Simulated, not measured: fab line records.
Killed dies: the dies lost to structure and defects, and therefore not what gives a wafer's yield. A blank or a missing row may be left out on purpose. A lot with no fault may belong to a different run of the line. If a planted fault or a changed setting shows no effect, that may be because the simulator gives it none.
Chamber matching ; flow n5 finfet ; N5_BEOL_M10_ETCH_62 on rie diel-01: 4 sister chambers
The step etches SOC in N2/H2, target depth 110 nm, overetch 22 nm, time 165 s. 4 wafers are shown with their chamber, then 8 later ones without.

== WAFERS, EACH WITH ITS CHAMBER ==
wafer;chamber;drypump motor current A (A)
L082.3;3;4.8
L092.3;0;6.5
L092.6;1;5.7
L093.1;2;5.7

== WAFERS WITHOUT THEIR CHAMBER ==
wafer;drypump motor current A (A)
L093.3;6.5
L093.4;5.7
L094.1;6.5
L094.5;6.5
L094.6;5.7
L096.1;6.6
L096.2;4.8
L096.3;5.7

== WHICH CHAMBER EACH WENT THROUGH ==
wafer;from the rows above;in truth
L093.3;0;0
L093.4;can't be placed: 1 or 2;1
L094.1;0;0
L094.5;0;0
L094.6;can't be placed: 1 or 2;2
L096.1;0;0
L096.2;3;3
L096.3;can't be placed: 1 or 2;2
Correctly placed: 5 of 8. Can't be placed from these rows: 3 (the true chamber is among the candidates in 3). Placed wrongly: 0.
How it was worked out, from the rows above alone: a wafer's distance from a chamber is the root of the sum, over the readings, of the square of ((its reading less the chamber's mean) divided by the reading's scatter). The wafer belongs to the nearest chamber; if the next one is less than 2 further off, it can't be placed. A chamber's mean is the mean of its shown wafers. The scatter: root of mean squared gap, hidden wafer to nearest shown wafer, with one shown wafer a chamber.
